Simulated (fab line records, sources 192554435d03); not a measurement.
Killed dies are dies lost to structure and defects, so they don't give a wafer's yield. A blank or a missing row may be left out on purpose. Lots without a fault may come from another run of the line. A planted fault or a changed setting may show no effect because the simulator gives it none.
fab line records | flow n5_finfet
record lots=7 wafers=21 last_day=19
route steps=1938 shown BEOL_M13@1673
lots that met no fault: from a run of the same line without faults
start_h: hours from the record's first day to the start of the lot's first wafer shown | wait_h: hours since the lot's step before | " the same as in the row above | L1.1+2: a row that stands for several wafers | - no value, or no start given | * or withheld: withheld | < > ~ a bound
route shown NAME@n: a module of which the file shows steps, and the number in the route of the first | usual: mean/standard deviation of fault-free wafers | same: alike in all rows | chamber/n: place in a boat | sites: the reading at each site | _std_site: their standard deviation | _edge_site: outer sites' mean less inner sites' | radius_mm: how far each site lies from the wafer's centre | mask NAME#n: copy n | behind: the tool/chamber that last shaped the wafer | hold: why the lot was held/for how many hours/how that ended | device: the transistor (n, p or np) that didn't switch | end of line: the same wafers' tests at the end of the route | a step without rows: its recipe alone | killed: dies lost to structure and defects at the first sort, not the wafer's yield | map: a wafer's dies, x killed, . not, _ none there
set.NAME: the setting as run; set.NAME@STEP: as run at that earlier step | model.NAME: the simulator's own value behind a step, which no gauge read
lots at some steps of the route; a table a step, a row a wafer
services: from which hour (start_h, from the record's first day; less than 0 if before it) a tool's chamber was out of use, for how many hours, and why
## steps
# step N5_BEOL_M13_ETCH_59
# recipe chemistry=N2/H2 target=BARC target_depth_a=890 overetch_a=267 time_s=67.9 ion_energy_ev=200 pressure_mtorr=30 source_w=840 bias_w=150 n2_flow_sccm=200 h2_flow_sccm=200
# usual drypump_motor_current_A=5.5/0.39 oes_product_au=0.69/0.085 rf_vpp_V=523.0/2.8 showerhead_plenum_p_Torr=2.52/0.1 throttle_valve_pct=17.85/0.27
# columns lot.wafer tool chamber start_h wait_h drypump_motor_current_A oes_product_au rf_hours_counter_h rf_vpp_V showerhead_plenum_p_Torr throttle_valve_pct
L258.1 rie_diel-04 1 336.11 0.0 6.3 0.77 20 527.9 2.71 17.80
L258.3 " 3 " " 5.6 0.82 3 521.5 2.50 17.70
L258.6 " 2 " " 5.2 0.60 - 526.2 2.64 18.21
L257.2 rie_diel-06 1 337.16 0.0 5.6 0.60 245 519.6 2.39 17.78
L257.3 " 3 " " 5.4 0.60 218 519.3 2.41 18.21
L257.5 " 3 " " 5.4 0.60 - 520.8 2.41 18.22
L260.2 rie_diel-04 0 356.24 0.0 5.8 0.73 71 523.0 2.48 17.69
L260.5 " 1 " " 6.3 0.76 - 528.2 2.71 17.81
L260.6 " 2 " " 5.3 0.60 - 527.1 2.64 18.23
L263.2 rie_diel-02 0 371.70 0.0 5.4 0.76 32 524.9 2.58 17.71
L263.3 " 2 " " 5.5 0.82 11 522.7 2.50 17.48
L263.5 " 0 " " 5.4 0.76 - 527.0 2.58 17.72
L254.1 rie_diel-04 1 384.11 0.0 6.3 0.75 35 525.6 2.71 17.86
L254.2 " 3 " " 5.6 0.78 19 522.4 2.49 17.72
L254.5 " 2 " " 5.3 0.59 - 526.4 2.63 18.23
L266.1 rie_diel-06 3 412.86 0.0 5.3 0.59 244 520.4 2.40 18.27
L266.4 " 2 " " 5.3 0.78 - 523.5 2.61 17.71
L266.5 " 0 " " 4.9 0.67 - 521.7 2.46 17.71
L272.2 rie_diel-02 0 424.37 0.0 5.4 0.74 50 525.0 2.57 17.74
L272.5 " 2 " " 5.5 0.78 - 522.1 2.49 17.50
L272.6 " 1 " " 6.1 0.59 - 520.9 2.41 17.79
# step N5_BEOL_M13_VIA_ETCH_16
# recipe chemistry=C4F8/O2/Ar target=SiOC pressure_mtorr=30 source_w=3000 bias_w=700 Ar_flow_sccm=400 C4F8_flow_sccm=15 O2_flow_sccm=8 he_inner_torr=15 he_outer_torr=30 target_depth_a=9217 time_s=withheld ion_energy_ev=250 ends=cleared
# usual C4F8_flow_sccm=15.00/0.045 O2_flow_sccm=7.999/0.025 drypump_motor_current_A=5.5/0.39 oes_product_au=0.73/0.097 rf_vpp_V=664/3.5 showerhead_plenum_p_Torr=3.39/0.13 throttle_valve_pct=24.16/0.25
# columns lot.wafer tool chamber start_h wait_h C4F8_flow_sccm O2_flow_sccm drypump_motor_current_A oes_product_au rf_vpp_V showerhead_plenum_p_Torr throttle_valve_pct
L258.1 rie_diel-04 1 336.16 0.0 15.04 8.022 6.3 0.82 670 3.65 24.20
L258.3 " 3 " " 14.95 8.024 5.7 0.87 663 3.33 23.90
L258.6 " 2 " " 15.01 7.978 5.2 0.62 669 3.54 24.40
L257.2 rie_diel-06 1 337.21 0.0 15.00 7.936 5.7 0.63 661 3.27 24.26
L257.3 " 3 " " 14.99 8.014 5.4 0.63 661 3.25 24.57
L257.5 " 3 " " 15.04 7.975 5.4 0.63 659 3.25 24.58
L260.2 rie_diel-04 0 356.30 0.0 15.01 8.039 5.8 0.77 663 3.34 24.03
L260.5 " 1 " " 14.92 7.977 6.3 0.81 672 3.65 24.20
L260.6 " 2 " " 15.02 8.022 5.3 0.61 669 3.54 24.43
L263.2 rie_diel-02 0 371.75 0.0 15.01 7.973 5.4 0.81 668 3.47 24.11
L263.3 " 2 " " 14.97 7.971 5.5 0.87 662 3.37 23.85
L263.5 " 0 " " 15.02 8.002 5.4 0.82 666 3.47 24.09
L254.1 rie_diel-04 1 384.16 0.0 14.96 7.999 6.3 0.80 671 3.64 24.20
L254.2 " 3 " " 14.92 7.995 5.6 0.83 664 3.32 23.92
L254.5 " 2 " " 14.99 7.994 5.3 0.61 667 3.53 24.44
L266.1 rie_diel-06 3 412.92 0.0 14.98 7.996 5.4 0.62 661 3.24 24.62
L266.4 " 2 " " 14.99 7.977 5.3 0.83 668 3.49 23.98
L266.5 " 0 " " 14.96 7.988 4.9 0.70 662 3.31 24.01
L272.2 rie_diel-02 0 424.42 0.0 15.12 8.007 5.5 0.78 667 3.46 24.13
L272.5 " 2 " " 15.02 7.971 5.5 0.82 664 3.36 23.90
L272.6 " 1 " " 14.99 8.023 6.1 0.61 662 3.24 23.88
# step N5_BEOL_M13_STRIP_63
# recipe chemistry=N2/H2 power_w=1000 temp_c=250 h2_frac=0.65 overash_fraction=0.3 pressure_mtorr=1000 n2_flow_sccm=1750 h2_flow_sccm=3250
# usual drypump_motor_current_A=5.9/0.3 heater_power_w=325/34 oes_product_au=0.675/0.0047 strip_time_to_endpoint_s=28.2/1.1
# columns lot.wafer tool chamber start_h wait_h drypump_motor_current_A heater_power_w oes_product_au rf_hours_counter_h strip_time_to_endpoint_s
L258.1 plasma_asher-02 0 336.40 - 5.7 281 0.675 87 29.2
L258.3 " 0 " " 5.7 275 0.671 - 28.2
L258.6 " 1 " " 5.5 352 0.680 - 28.7
L257.2 plasma_asher-02 0 337.44 - 5.7 271 0.673 87 27.6
L257.3 " 0 " " 5.7 278 0.678 - 28.4
L257.5 " 1 " " 5.5 342 0.675 - 27.5
L260.2 plasma_asher-02 0 356.53 - 5.7 281 0.678 91 28.5
L260.5 " 1 " " 5.6 349 0.676 - 27.1
L260.6 " 0 " " 5.7 284 0.674 - 27.5
L263.2 plasma_asher-02 0 371.99 - 5.7 274 0.687 94 27.8
L263.3 " 0 " " 5.7 267 0.670 - 26.9
L263.5 " 1 " " 5.5 342 0.673 - 27.5
L254.1 plasma_asher-02 1 384.40 - 5.5 340 0.672 98 28.0
L254.2 " 0 " " 5.7 268 0.672 98 27.9
L254.5 " 1 " " 5.6 334 0.677 - 27.4
L266.1 plasma_asher-02 0 413.16 - 5.7 277 0.672 103 28.4
L266.4 " 0 " " 5.7 275 0.676 - 25.8
L266.5 " 0 " " 5.7 275 0.677 - 26.9
L272.2 plasma_asher-02 0 424.66 - 5.7 281 0.671 106 29.3
L272.5 " 1 " " 5.6 341 0.681 - 27.0
L272.6 " 0 " " 5.7 271 0.684 - 30.2
# step N5_BEOL_M13_STRIP_64
# recipe chemistry=N2/H2 power_w=1000 temp_c=250 h2_frac=0.65 overash_fraction=0.3 pressure_mtorr=withheld n2_flow_sccm=1750 h2_flow_sccm=3250
# usual drypump_motor_current_A=5.9/0.31 heater_power_w=325/33 oes_product_au=0.715/0.0045 strip_time_to_endpoint_s=31.33/0.095
# columns lot.wafer tool chamber start_h wait_h drypump_motor_current_A heater_power_w oes_product_au rf_hours_counter_h strip_time_to_endpoint_s
L258.1 plasma_asher-02 0 336.46 0.0 5.7 278 0.715 87 31.35
L258.3 " 0 " " 5.7 278 0.704 - 31.41
L258.6 " 1 " " 5.5 341 0.713 - 31.38
L257.2 plasma_asher-02 0 337.50 0.0 5.8 278 0.726 87 31.19
L257.3 " 0 " " 5.7 273 0.712 - 31.17
L257.5 " 1 " " 5.5 335 0.718 - 31.20
L260.2 plasma_asher-02 0 356.59 0.0 5.7 273 0.717 91 31.23
L260.5 " 1 " " 5.5 337 0.717 - 31.28
L260.6 " 0 " " 5.7 287 0.720 - 31.23
L263.2 plasma_asher-02 0 372.05 0.0 5.7 282 0.713 94 31.37
L263.3 " 0 " " 5.7 282 0.713 - 31.33
L263.5 " 1 " " 5.5 342 0.712 - 31.34
L254.1 plasma_asher-02 1 384.46 0.0 5.5 338 0.721 98 31.24
L254.2 " 0 " " 5.7 271 0.704 98 31.26
L254.5 " 1 " " 5.5 347 0.709 - 31.22
L266.1 plasma_asher-02 0 413.22 0.0 5.8 276 0.721 103 31.42
L266.4 " 0 " " 5.7 272 0.714 - 31.43
L266.5 " 0 " " 5.7 276 0.708 - 31.50
L272.2 plasma_asher-02 0 424.72 0.0 5.7 273 0.713 106 31.32
L272.5 " 1 " " 5.5 340 0.713 - 31.22
L272.6 " 0 " " 5.7 279 0.717 - 31.27
# step N5_BEOL_M13_STRIP_71
# recipe chemistry=post_etch_residue_remover time_s=60 temp_c=25 remover_ph=withheld remover_water_wt_pct=withheld remover_fluoride_wt_pct=withheld
# step N5_BEOL_M13_SRD_72
# recipe time_s=30 temp_c=23 rinse_liquid=diw dry=n2_spin spin_rpm=1500 dry_time_s=30
# step N5_BEOL_M13_CD_MEAS_17
# recipe target_cd_nm=190 polarity=opening
# usual cd_nm=190.8/1.7
# columns lot.wafer tool chamber start_h wait_h cd_nm
L258.1 cd_sem-03 - 336.60 0.0 190.8
L258.3 " - " " 190.1
L258.6 " - " " 189.1
L257.2 cd_sem-01 - 337.65 0.0 191.3
L257.3 " - " " 193.2
L257.5 " - " " 192.0
L260.2 cd_sem-01 - 356.74 0.0 191.2
L260.5 " - " " 189.3
L260.6 " - " " 190.6
L263.2 cd_sem-01 - 372.20 0.0 189.4
L263.3 " - " " 188.0
L263.5 " - " " 188.7
L254.1 cd_sem-01 - 384.64 0.0 191.5
L254.2 " - " " 190.2
L254.5 " - " " 188.4
L266.1 cd_sem-02 - 413.37 0.0 192.3
L266.4 " - " " 190.5
L266.5 " - " " 192.1
L272.2 cd_sem-01 - 424.88 0.0 191.9
L272.5 " - " " 191.4
L272.6 " - " " 191.8
# step N5_BEOL_M13_COAT_65
# recipe resist=SOC temp_c=250 time_s=60 spin_rpm=1500 resist_thk_nm=350
# step N5_BEOL_M13_COAT_66
# recipe resist=SiARC temp_c=220 time_s=60 spin_rpm=1500 resist_thk_nm=110
# step N5_BEOL_M13_COAT_22
# recipe spin_rpm=2888 resist_thk_nm=300
# step N5_BEOL_M13_EBR_24
# recipe solvent=PGMEA ebr_width_mm=1.5
# step N5_BEOL_M13_SOFTBAKE_23
# recipe temp_c=130 time_s=60
# step N5_BEOL_M13_EXPOSE_25
# recipe mask_id=M13 na=0.93 source_shape=conventional sigma_outer=0.4 polarization=unpolarized target_cd_nm=210 dose_mj=22
# usual focus_offset_nm=0.0/0.56
# columns lot.wafer tool chamber start_h wait_h mask focus_offset_nm model.BEOL_M13.overlay_x_nm
L258.1 krf_scanner-02 0 336.88 - M13#0 0.2 3.6
L258.3 " 0 " " M13#0 -0.3 3.6
L258.6 " 0 " " M13#0 -0.4 3.6
L257.2 krf_scanner-02 0 337.81 - M13#0 -0.2 22.2
L257.3 " 0 " " M13#0 0.2 22.2
L257.5 " 0 " " M13#0 0.9 22.2
L260.2 krf_scanner-02 0 357.02 - M13#0 0.8 20.2
L260.5 " 0 " " M13#0 0.9 20.2
L260.6 " 0 " " M13#0 0.2 20.2
L263.2 krf_scanner-01 0 372.48 - M13#0 0.7 -6
L263.3 " 0 " " M13#0 0.3 -6
L263.5 " 0 " " M13#0 0.3 -6
L254.1 krf_scanner-02 0 384.92 - M13#0 -0.4 21.4
L254.2 " 0 " " M13#0 0.2 21.4
L254.5 " 0 " " M13#0 -0.5 21.4
L266.1 krf_scanner-01 0 413.64 - M13#0 -1.1 2.6
L266.4 " 0 " " M13#0 -0.8 2.6
L266.5 " 0 " " M13#0 -0.4 2.6
L272.2 krf_scanner-01 0 425.16 - M13#0 0.7 1
L272.5 " 0 " " M13#0 -0.2 1
L272.6 " 0 " " M13#0 0.1 1
# step N5_BEOL_M13_PEB_26
# recipe peb_temp_c=130 peb_time_s=90
# step N5_BEOL_M13_DEVELOP_27
# recipe develop_time_s=45 rinse_liquid=diw dry=air_spin dev_temp_c=21
# step N5_BEOL_M13_HARDBAKE_32
# recipe temp_c=130 time_s=120
# step N5_BEOL_M13_CD_MEAS_28
# recipe target_cd_nm=209.5 landing_energy_ev=500 detector=se_inlens
# usual cd_nm=209.3/1.2
# columns lot.wafer tool chamber start_h wait_h cd_nm
L258.1 cd_sem-01 0 337.06 - 208.8
L258.3 " 0 " " 209.8
L258.6 " 0 " " 209.1
L257.2 cd_sem-03 0 337.98 - 208.0
L257.3 " 0 " " 207.8
L257.5 " 0 " " 209.0
L260.2 cd_sem-02 0 357.19 - 209.8
L260.5 " 0 " " 208.9
L260.6 " 0 " " 210.5
L263.2 cd_sem-02 0 372.65 - 208.9
L263.3 " 0 " " 208.2
L263.5 " 0 " " 208.8
L254.1 cd_sem-02 0 385.10 - 211.7
L254.2 " 0 " " 209.2
L254.5 " 0 " " 209.6
L266.1 cd_sem-02 0 413.82 - 210.6
L266.4 " 0 " " 210.9
L266.5 " 0 " " 209.0
L272.2 cd_sem-01 0 425.33 - 205.7
L272.5 " 0 " " 207.5
L272.6 " 0 " " 208.7
# step N5_BEOL_M13_OVL_MEAS_29
# recipe points_per_wafer=44
# usual M13_OVL=1/7.3
# columns lot.wafer tool chamber start_h wait_h M13_OVL[nm]
L258.1 overlay-01 0 337.09 0.0 15
L258.3 " 0 " " 11
L258.6 " 0 " " 12
L257.2 overlay-02 0 338.01 0.0 22
L257.3 " 0 " " 23
L257.5 " 0 " " 24
L260.2 overlay-02 0 357.22 0.0 28
L260.5 " 0 " " 24
L260.6 " 0 " " 21
L263.2 overlay-01 0 372.68 0.0 -15
L263.3 " 0 " " -9
L263.5 " 0 " " -12
L254.1 overlay-01 0 385.13 0.0 34
L254.2 " 0 " " 24
L254.5 " 0 " " 28
L266.1 overlay-01 0 413.85 0.0 -6
L266.4 " 0 " " -2
L266.5 " 0 " " -7
L272.2 overlay-02 0 425.36 0.0 1
L272.5 " 0 " " -5
L272.6 " 0 " " 3
# step N5_BEOL_M13_INSPECT_30
# recipe mode=adi inspect_instrument=macro
# usual raw_defect_count=2.2/1.7
# columns lot.wafer tool chamber start_h wait_h raw_defect_count
L258.1 defect_inspect-02 - 337.11 0.0 1
L258.3 " - " " 1
L258.6 " - " " 5
L257.2 defect_inspect-02 - 338.03 0.0 0
L257.3 " - " " 1
L257.5 " - " " 2
L260.2 defect_inspect-02 - 357.25 0.0 4
L260.5 " - " " 5
L260.6 " - " " 2
L263.2 defect_inspect-02 - 372.89 0.2 0
L263.3 " - " " 6
L263.5 " - " " 2
L254.1 defect_inspect-02 - 385.15 0.0 1
L254.2 " - " " 2
L254.5 " - " " 1
L266.1 defect_inspect-02 - 413.87 0.0 1
L266.4 " - " " 2
L266.5 " - " " 1
L272.2 defect_inspect-01 - 425.38 0.0 3
L272.5 " - " " 0
L272.6 " - " " 3
## services
# columns tool chamber start_h hours kind
rie_diel-06 2 324.33 - clean
rie_diel-06 2 324.33 - consumable_replace:focus_ring
krf_scanner-02 - 324.71 1.0 pm
rie_diel-02 - 329.20 14.6 pm
krf_scanner-02 - 331.58 1.3 pm
rie_diel-06 3 331.95 2.6 repair
rie_diel-04 - 336.59 4.8 repair
rie_diel-06 - 338.02 0.6 repair
krf_scanner-02 - 345.15 0.5 repair
rie_diel-06 1 345.30 - clean
rie_diel-06 1 345.30 - consumable_replace:focus_ring
rie_diel-06 1 345.30 - consumable_replace:showerhead
rie_diel-06 1 345.30 15.0 scheduled_down
rie_diel-06 1 345.30 15.0 vent_cycle
rie_diel-06 0 347.58 3.7 repair
krf_scanner-01 0 351.12 - calibration
rie_diel-06 - 354.64 4.3 pm
rie_diel-02 3 364.07 - clean
rie_diel-02 3 364.07 - consumable_replace:focus_ring
rie_diel-02 3 364.07 19.6 scheduled_down
rie_diel-02 3 364.07 19.6 vent_cycle
krf_scanner-01 - 395.17 1.7 repair
krf_scanner-02 0 410.63 - calibration
## key
first_sign step=N5_BEOL_M13_OVL_MEAS_29 reading=M13_OVL direction=up sigmas=3.4 usual=1 struck=25
effect none on later readings
model_effect step=N5_BEOL_M13_EXPOSE_25 value=BEOL_M13.overlay_x_nm without=2.4 struck=21.27
met_at N5_BEOL_M13_EXPOSE_25
struck_wafers L254.1,L254.2,L254.5,L257.2,L257.3,L257.5,L260.2,L260.5,L260.6
onset_between 336.88 337.81
earlier_fault kind=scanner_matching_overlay tool=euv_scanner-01 chamber=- onset_h=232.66 steps=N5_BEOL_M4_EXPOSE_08 offset=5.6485
earlier_fault kind=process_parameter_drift tool=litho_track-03 chamber=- onset_h=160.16 steps=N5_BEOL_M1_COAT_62 channel=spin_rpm offset=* shape=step acts_in=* stated=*
fault kind=scanner_matching_overlay tool=krf_scanner-02 chamber=- onset_h=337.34 steps=N5_BEOL_M13_EXPOSE_25 offset=18.91
